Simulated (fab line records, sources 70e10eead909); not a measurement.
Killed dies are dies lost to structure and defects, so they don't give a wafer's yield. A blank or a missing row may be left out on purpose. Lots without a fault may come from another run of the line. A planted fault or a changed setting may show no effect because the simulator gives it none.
fab line records | flow nand_harc
record lots=14 wafers=42 last_day=24
route steps=1159 shown A_CHANNEL_HOLE_D1@450 THIN_TSV@1128 END@1159
lots that met no fault: from a run of the same line without faults
start_h: hours from the record's first day to the start of the lot's first wafer shown | wait_h: hours since the lot's step before | " the same as in the row above | L1.1+2: a row that stands for several wafers | - no value, or no start given | * or withheld: withheld | < > ~ a bound
route shown NAME@n: a module of which the file shows steps, and the number in the route of the first | usual: mean/standard deviation of fault-free wafers | same: alike in all rows | chamber/n: place in a boat | sites: the reading at each site | _std_site: their standard deviation | _edge_site: outer sites' mean less inner sites' | radius_mm: how far each site lies from the wafer's centre | mask NAME#n: copy n | behind: the tool/chamber that last shaped the wafer | hold: why the lot was held/for how many hours/how that ended | device: the transistor (n, p or np) that didn't switch | end of line: the same wafers' tests at the end of the route | a step without rows: its recipe alone | killed: dies lost to structure and defects at the first sort, not the wafer's yield | map: a wafer's dies, x killed, . not, _ none there
set.NAME: the setting as run; set.NAME@STEP: as run at that earlier step | model.NAME: the simulator's own value behind a step, which no gauge read
steps of the route over a sample of lots; a table a step, a row a wafer
services: from which hour (start_h, from the record's first day; less than 0 if before it) a tool's chamber was out of use, for how many hours, and why
## steps
# step NHARC_A_CHANNEL_HOLE_D1_DEP_00
# recipe target_thk_a=31000 temp_c=400 material=aC
# usual throttle_valve_pct=35.000/0.0086
# columns lot.wafer tool chamber start_h wait_h throttle_valve_pct
L576.1 acl_dep-03 0 172.65 1.5 34.999
L576.2 " 0 " " 35.003
L576.3 " 0 " " 34.993
L578.1 acl_dep-01 0 179.80 1.7 34.991
L578.2 " 0 " " 35.002
L578.3 " 0 " " 35.002
L577.2 acl_dep-03 0 182.13 0.4 34.990
L577.3 " 0 " " 35.006
L577.5 " 0 " " 35.006
L579.2 acl_dep-01 0 182.22 0.4 35.003
L579.3 " 0 " " 34.999
L579.5 " 0 " " 35.002
L581.2 acl_dep-02 0 198.65 0.4 35.013
L581.5 " 0 " " 34.996
L581.6 " 0 " " 35.007
L582.1 acl_dep-01 0 199.01 0.5 35.020
L582.2 " 0 " " 35.015
L582.4 " 0 " " 35.000
L580.2 acl_dep-02 0 200.56 1.8 34.991
L580.4 " 0 " " 35.002
L580.5 " 0 " " 34.998
L590.3 acl_dep-01 0 265.69 1.1 35.005
L590.5 " 0 " " 34.992
L590.6 " 0 " " 34.987
L593.1 acl_dep-01 0 275.08 0.1 35.008
L593.3 " 0 " " 35.010
L593.4 " 0 " " 35.003
L594.1 acl_dep-02 0 276.43 1.2 35.016
L594.2 " 0 " " 35.019
L594.4 " 0 " " 35.007
L596.2 acl_dep-03 0 288.37 0.4 35.007
L596.3 " 0 " " 34.989
L596.4 " 0 " " 34.997
L597.3 acl_dep-02 0 300.06 1.6 34.995
L597.5 " 0 " " 35.008
L597.6 " 0 " " 35.008
L598.1 acl_dep-02 0 301.34 2.6 34.980
L598.5 " 0 302.62 3.9 34.991
L598.6 " 0 " " 35.001
L599.1 acl_dep-02 0 306.34 1.7 35.003
L599.2 " 0 " " 35.001
L599.3 " 0 " " 35.004
# step NHARC_THIN_TSV_PRE_CLEAN_50
# recipe time_s=30 temp_c=280 gas=H2/He
# usual heater_power_w=418/42
# columns lot.wafer tool chamber start_h wait_h heater_power_w
L576.1 pvd_sputter-03 - - - 465
L576.3 " - " " 393
L576.2 " - " " 379
L579.3 pvd_sputter-02 - - - 381
L579.2 " - " " 479
L579.5 " - " " 384
L578.2 pvd_sputter-02 - - - 380
L578.1 " - " " 386
L578.3 " - " " 454
L577.2 pvd_sputter-02 - - - 371
L577.3 " - " " 434
L577.5 " - " " 500
L580.2 pvd_sputter-01 - - - 412
L580.4 " - " " 370
L580.5 " - " " 405
L582.4 pvd_sputter-02 - - - 453
L582.2 " - " " 371
L582.1 " - " " 486
L581.2 pvd_sputter-01 - - - 412
L581.5 " - " " 372
L581.6 " - " " 407
L590.3 pvd_sputter-01 - - - 431
L590.5 " - " " 411
L590.6 " - " " 423
L594.1 pvd_sputter-03 - - - 464
L594.2 " - " " 400
L594.4 " - " " 467
L593.1 pvd_sputter-01 - - - 368
L593.3 " - " " 413
L593.4 " - " " 374
L596.4 pvd_sputter-02 - - - 370
L596.3 " - " " 490
L596.2 " - " " 397
L598.1 pvd_sputter-02 - - - 445
L598.5 " - " " 380
L598.6 " - " " 491
L597.3 pvd_sputter-03 - - - 405
L597.6 " - " " 388
L597.5 " - " " 462
L599.2 pvd_sputter-02 - - - 491
L599.1 " - " " 382
L599.3 " - " " 445
# step NHARC_THIN_TSV_CMP_21
# recipe t_overpolish_s=30 target_thk_nm=2000
# usual motor_current_A=11.5/1.4 overpolish_run_s=30.001/0.0094
# same t_overpolish_s=30
# columns lot.wafer tool chamber start_h wait_h motor_current_A overpolish_run_s
L576.1 cmp-03 1 428.68 - 10.6 30.009
L576.2 " 2 " " 9.4 30.008
L576.3 " 3 " " 11.7 30.001
L579.2 cmp-02 3 429.98 - 12.3 29.999
L579.3 " 0 " " 12.3 30.002
L579.5 " 2 " " 12.7 29.988
L578.3 cmp-03 3 441.29 - 11.2 29.984
L578.1 " 0 " " 11.6 29.999
L578.2 " 1 " " 10.6 30.016
L577.2 cmp-03 1 442.45 - 10.2 30.000
L577.3 " 0 " " 11.9 30.009
L577.5 " 1 " " 10.3 29.998
L580.4 cmp-02 3 452.75 - 12.6 29.994
L580.2 " 0 " " 11.9 29.979
L580.5 " 3 " " 12.3 29.999
L582.4 cmp-03 3 457.36 - 11.7 30.000
L582.2 " 1 " " 10.6 30.005
L582.1 " 2 " " 9.3 29.982
L581.2 cmp-02 3 458.01 - 12.0 30.018
L581.5 " 3 " " 11.5 29.978
L581.6 " 0 " " 12.5 29.991
L590.3 cmp-03 1 525.43 - 10.5 30.003
L590.6 " 0 " " 12.0 29.994
L590.5 " 1 " " 11.0 29.999
L594.2 cmp-03 0 530.48 - 12.2 30.003
L594.4 " 1 " " 10.7 29.996
L594.1 " 2 " " 9.3 29.992
L593.3 cmp-02 2 546.02 - 12.8 29.999
L593.4 " 0 " " 12.3 30.011
L593.1 " 1 " " 13.4 29.987
L596.2 cmp-03 2 547.68 - 8.7 29.999
L596.3 " 3 " " 11.5 30.004
L596.4 " 0 " " 11.7 29.996
L598.1 cmp-03 0 563.84 - 12.3 30.001
L598.5 " 2 " " 9.1 30.000
L598.6 " 3 " " 11.6 29.989
L597.3 cmp-03 0 564.95 - 12.4 29.993
L597.6 " 1 " " 9.9 29.994
L597.5 " 2 " " 9.4 29.993
L599.3 cmp-02 2 567.58 - 13.0 29.998
L599.1 " 3 " " 11.6 30.007
L599.2 " 0 " " 11.6 30.007
# step NHARC_THIN_TSV_CD_MEAS_33
# recipe target_cd_nm=5000 landing_energy_ev=500
# usual cd_nm=5000.4/2.1
# columns lot.wafer tool chamber start_h wait_h cd_nm
L576.1 cd_sem-01 0 430.24 - 5002.7
L576.2 " 0 " " 5003.1
L576.3 " 0 " " 5002.5
L579.2 cd_sem-03 0 431.41 - 5000.6
L579.3 " 0 " " 5003.5
L579.5 " 0 " " 5000.5
L578.1 cd_sem-03 0 442.86 - 4997.1
L578.2 " 0 " " 4999.0
L578.3 " 0 " " 4999.9
L577.2 cd_sem-03 0 444.07 - 5001.7
L577.3 " 0 " " 5001.1
L577.5 " 0 " " 5002.6
L580.2 cd_sem-02 0 454.29 - 4999.4
L580.4 " 0 " " 4998.9
L580.5 " 0 " " 4999.8
L582.1 cd_sem-03 0 458.99 - 5002.6
L582.2 " 0 " " 5001.7
L582.4 " 0 " " 5000.3
L581.2 cd_sem-02 0 459.67 - 4997.7
L581.5 " 0 " " 4997.7
L581.6 " 0 " " 4998.8
L590.3 cd_sem-03 0 526.87 - 5000.7
L590.5 " 0 " " 5000.6
L590.6 " 0 " " 5000.1
L594.1 cd_sem-03 0 531.95 - 5004.3
L594.2 " 0 " " 5003.4
L594.4 " 0 " " 5001.7
L593.1 cd_sem-03 0 547.64 - 4999.8
L593.3 " 0 " " 5000.5
L593.4 " 0 " " 4999.9
L596.2 cd_sem-02 0 549.30 - 4998.8
L596.3 " 0 " " 5002.8
L596.4 " 0 " " 4998.3
L598.1 cd_sem-01 0 565.40 - 5001.9
L598.5 " 0 " " 5003.5
L598.6 " 0 " " 5000.5
L597.3 cd_sem-02 0 566.47 - 4996.9
L597.5 " 0 " " 5000.9
L597.6 " 0 " " 4999.9
L599.1 cd_sem-01 0 569.02 - 5003.1
L599.2 " 0 " " 5001.0
L599.3 " 0 " " 5000.5
# step NHARC_END_SORT_01
# recipe temp_c=25
# usual killed_at_array=26/10 killed_at_other=0.5/0.87 killed_at_periphery=3.0/2.5 killed_dies=29/11 killed_open=3.3/1.9 killed_short=1.8/1.5
# same gross_dies=677
# columns lot.wafer tool chamber start_h wait_h killed_at_array killed_at_other killed_at_periphery killed_dies killed_open killed_short
L590.3 prober-02 0 535.81 3.1 195 1 2 198 5 2
L590.5 prober-02 0 537.38 3.6 225 0 3 228 4 2
L590.6 prober-02 0 538.17 3.9 222 0 6 228 5 4
L593.1 prober-01 0 557.93 2.5 244 1 4 249 2 5
L593.3 prober-01 0 559.51 3.1 188 0 4 192 4 2
L593.4 prober-01 0 560.30 3.4 196 1 2 199 6 0
# killed by level:class
L590.3 A_CHANNEL_HOLE_D1:area_dep=155 A_CHANNEL_HOLE_D1:chamber_film_flake=27 A_CONTACT:geometric_particle:open=4 A_WL_FILL:chamber_film_flake=2 A_CONTACT:chamber_film_flake=2 A_CHANNEL_FILL_D1:geometric_particle:short=1 A_CHANNEL_FILL_D1:geometric_particle:open=1 P_STI:chamber_film_flake=1
L590.5 A_CHANNEL_HOLE_D1:area_dep=199 A_CHANNEL_HOLE_D1:chamber_film_flake=14 A_STAIRCASE:chamber_film_flake=3 A_WL_FILL:geometric_particle:open=2 P_GATE:chamber_film_flake=2 A_CONTACT:chamber_film_flake=2 A_ONON_D1:geometric_particle:open=1 A_ONON_D1:geometric_particle:short=1
L590.6 A_CHANNEL_HOLE_D1:area_dep=188 A_CHANNEL_HOLE_D1:chamber_film_flake=19 A_STAIRCASE:chamber_film_flake=6 P_GATE:chamber_film_flake=3 A_WL_FILL:geometric_particle:short=2 A_CONTACT:chamber_film_flake=2 P_CONTACT:geometric_particle:open=1 P_M1:geometric_particle:short=1
L593.1 A_CHANNEL_HOLE_D1:area_dep=212 A_CHANNEL_HOLE_D1:chamber_film_flake=20 A_STAIRCASE:chamber_film_flake=4 A_CONTACT:chamber_film_flake=4 P_GATE:geometric_particle:short=1 P_CONTACT:geometric_particle:short=1 P_M0:geometric_particle:short=1 A_SOURCE_PLATE:geometric_particle:open=1
L593.3 A_CHANNEL_HOLE_D1:area_dep=156 A_CHANNEL_HOLE_D1:chamber_film_flake=16 A_CONTACT:chamber_film_flake=9 P_STI:chamber_film_flake=2 P_GATE:geometric_particle:short=1 A_CHANNEL_FILL_D1:geometric_particle:open=1 A_SGD_CUT:geometric_particle:open=1 A_WL_FILL:geometric_particle:open=1
L593.4 A_CHANNEL_HOLE_D1:area_dep=166 A_CHANNEL_HOLE_D1:chamber_film_flake=15 A_CONTACT:chamber_film_flake=7 A_CONTACT:geometric_particle:open=2 A_STAIRCASE:chamber_film_flake=2 P_M0:geometric_particle:open=1 A_ONON_D1:geometric_particle:open=1 A_SGD_CUT:geometric_particle:open=1
## services
# columns tool chamber start_h hours kind
cmp-03 - 152.61 0.3 repair
cmp-02 - 154.22 0.3 repair
acl_dep-02 - 167.35 13.0 pm
cmp-03 - 168.08 1.1 repair
cmp-03 - 176.80 4.0 pm
pvd_sputter-02 - 182.51 2.1 repair
pvd_sputter-02 - 192.38 2.9 repair
pvd_sputter-02 - 215.40 10.0 pm
cmp-02 - 226.54 4.0 pm
cmp-03 - 241.03 1.2 repair
cmp-03 - 274.80 4.0 pm
acl_dep-01 - 293.07 13.0 pm
cmp-02 - 297.42 23.5 repair
cmp-02 - 324.54 4.0 pm
acl_dep-02 - 349.11 13.0 pm
cmp-03 - 372.80 4.0 pm
pvd_sputter-02 - 393.43 10.0 pm
pvd_sputter-02 - 420.11 0.6 repair
pvd_sputter-02 - 446.17 0.8 repair
pvd_sputter-02 - 467.44 6.9 repair
cmp-03 - 470.80 4.0 pm
pvd_sputter-02 - 507.50 2.0 repair
acl_dep-02 - 531.11 13.0 pm
pvd_sputter-02 - 547.36 4.1 repair
## key
first_sign step=NHARC_END_SORT_01 reading=killed_at_array direction=up sigmas=19 usual=26 struck=212
effect step=NHARC_END_SORT_01 reading=killed_dies direction=up sigmas=17 usual=29 struck=216
more_kills_born_at NHARC_A_CHANNEL_HOLE_D1_DEP_00@acl_dep-01=1076
met_at NHARC_A_CHANNEL_HOLE_D1_DEP_00
struck_lots L590,L593
tester_left_out L590,L593
not_acting_at NHARC_THIN_TSV_PRE_CLEAN_50,NHARC_THIN_TSV_CMP_21,NHARC_THIN_TSV_CD_MEAS_33
onset_between 199.01 265.69
fault kind=process_parameter_drift tool=acl_dep-01 chamber=- onset_h=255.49 steps=NHARC_A_CHANNEL_HOLE_D1_DEP_00 channel=target_thk_a offset=* shape=step end_h=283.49 acts_in=* stated=*
# tester_left_out: of these lots the tester's yield and bins aren't shown, on N5 and GAA mostly nor the transistor test; their killed dies are dies lost to structure and defects alone, not to doping, threshold or leakage, so they don't give the yield
